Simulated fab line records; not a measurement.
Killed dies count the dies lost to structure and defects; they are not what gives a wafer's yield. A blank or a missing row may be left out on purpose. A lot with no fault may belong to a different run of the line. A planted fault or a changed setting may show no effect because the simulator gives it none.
Matching of chambers -- flow n5-finfet -- 4 sister chambers for N5_BEOL_M1_ALD_98 on ald-sin-04
The step deposits SiO2, target thk 2.5 nm, pulse time 1 s, co reactant pulse time 1 s. 18 wafers are shown with their chamber, then 9 later ones without.

## WAFERS, EACH WITH ITS CHAMBER
wafer,chamber,heater-power-w (W),precursor-pulse-height-rel
L075.2,3,81,0.981
L075.3,2,78,0.980
L075.5,0,75,1.001
L079.2,1,68,1.022
L079.3,2,78,0.996
L079.4,0,73,1.022
L082.1,0,75,0.995
L082.2,2,80,1.016
L082.6,2,79,0.973
L084.2,1,70,0.989
L084.4,0,75,1.031
L084.6,0,74,1.012
L086.1,0,75,0.991
L086.4,2,78,0.992
L086.6,2,80,0.979
L087.1,1,69,1.003
L087.2,0,75,0.989
L087.3,2,80,0.978

SIGNATURES (averages over the wafers above)
reading,chamber 0,chamber 1,chamber 2,chamber 3,scatter within a chamber
heater-power-w,74.57,69.00,79.00,81.00,0.915
precursor-pulse-height-rel,1.00586,1.00467,0.98771,0.98100,0.0157
Rule: a wafer lies at a distance from a chamber equal to the root of the sum of squares, over the readings, of (its reading less the chamber's mean, divided by the reading's scatter). The wafer belongs to the nearest chamber; if the next one is less than 2 further off, it can't be placed. How the scatter is found: for the shown wafers, subtract from each reading the mean of its chamber, square and add these, divide the total by (wafers less chambers), then take the root.

## WAFERS WITHOUT THEIR CHAMBER
wafer,heater-power-w (W),precursor-pulse-height-rel
L088.1,81,0.985
L088.3,71,1.012
L088.4,81,1.018
L091.1,80,0.998
L091.3,80,1.006
L091.6,70,0.989
L097.2,76,0.980
L097.3,82,0.998
L097.5,81,1.005

## WHICH CHAMBER EACH ONE RAN IN
wafer,from the rows above,in truth
L088.1,can't be placed: 3 or 2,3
L088.3,can't be placed: 1 or 0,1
L088.4,can't be placed: 3 or 2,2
L091.1,can't be placed: 2 or 3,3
L091.3,can't be placed: 2 or 3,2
L091.6,1,1
L097.2,can't be placed: 0 or 2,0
L097.3,can't be placed: 3 or 2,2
L097.5,can't be placed: 3 or 2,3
Correctly placed: 1 of 9. Unplaceable from these rows: 8, with the true chamber sitting among the candidates in 8. Placed wrongly: 0.
